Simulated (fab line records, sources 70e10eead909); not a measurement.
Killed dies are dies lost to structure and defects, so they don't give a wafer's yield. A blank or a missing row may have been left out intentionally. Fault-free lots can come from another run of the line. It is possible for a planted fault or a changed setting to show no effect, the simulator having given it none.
Matching of chambers / flow nand_harc / rie_diel-10 running NHARC_A_CONTACT_ETCH_90: 4 sister chambers
The step etches the open film in CH3F/O2, target depth 40 nm, time 85.7 s. 4 wafers are shown with their chamber, then 8 later ones without.

EACH WAFER AND ITS CHAMBER
wafer=L632.3; chamber=3; showerhead_plenum_p_Torr (Torr)=2.33
wafer=L641.1; chamber=1; showerhead_plenum_p_Torr (Torr)=2.51
wafer=L641.2; chamber=0; showerhead_plenum_p_Torr (Torr)=2.58
wafer=L640.4; chamber=2; showerhead_plenum_p_Torr (Torr)=2.30

WAFERS MISSING THEIR CHAMBER
wafer=L640.5; showerhead_plenum_p_Torr (Torr)=2.58
wafer=L640.6; showerhead_plenum_p_Torr (Torr)=2.32
wafer=L642.3; showerhead_plenum_p_Torr (Torr)=2.30
wafer=L642.4; showerhead_plenum_p_Torr (Torr)=2.32
wafer=L642.5; showerhead_plenum_p_Torr (Torr)=2.32
wafer=L643.4; showerhead_plenum_p_Torr (Torr)=2.51
wafer=L643.5; showerhead_plenum_p_Torr (Torr)=2.32
wafer=L643.6; showerhead_plenum_p_Torr (Torr)=2.30

CHAMBER TAKEN BY EACH
wafer=L640.5; from the rows above=0; in truth=0
wafer=L640.6; from the rows above=can't be placed: 3 or 2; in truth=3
wafer=L642.3; from the rows above=2; in truth=2
wafer=L642.4; from the rows above=can't be placed: 3 or 2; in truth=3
wafer=L642.5; from the rows above=can't be placed: 3 or 2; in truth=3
wafer=L643.4; from the rows above=1; in truth=1
wafer=L643.5; from the rows above=can't be placed: 3 or 2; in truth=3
wafer=L643.6; from the rows above=2; in truth=2
Correctly placed: 4 of 8. From these rows, 4 cannot be placed; in 4 the true chamber is one of the candidates. Wrongly placed: 0.
How it was worked out, from the rows above alone: a wafer's distance from a chamber is the root of the sum, over the readings, of the square of ((its reading less the chamber's mean) divided by the reading's scatter). If the next closest chamber is less than 2 further off than the closest, the wafer can't be placed; otherwise it belongs to the closest. For every chamber, the mean is computed from those of its wafers that are shown. The scatter: with one shown wafer a chamber, the root of the mean of the squares of how far each hidden wafer lies from its nearest shown one.
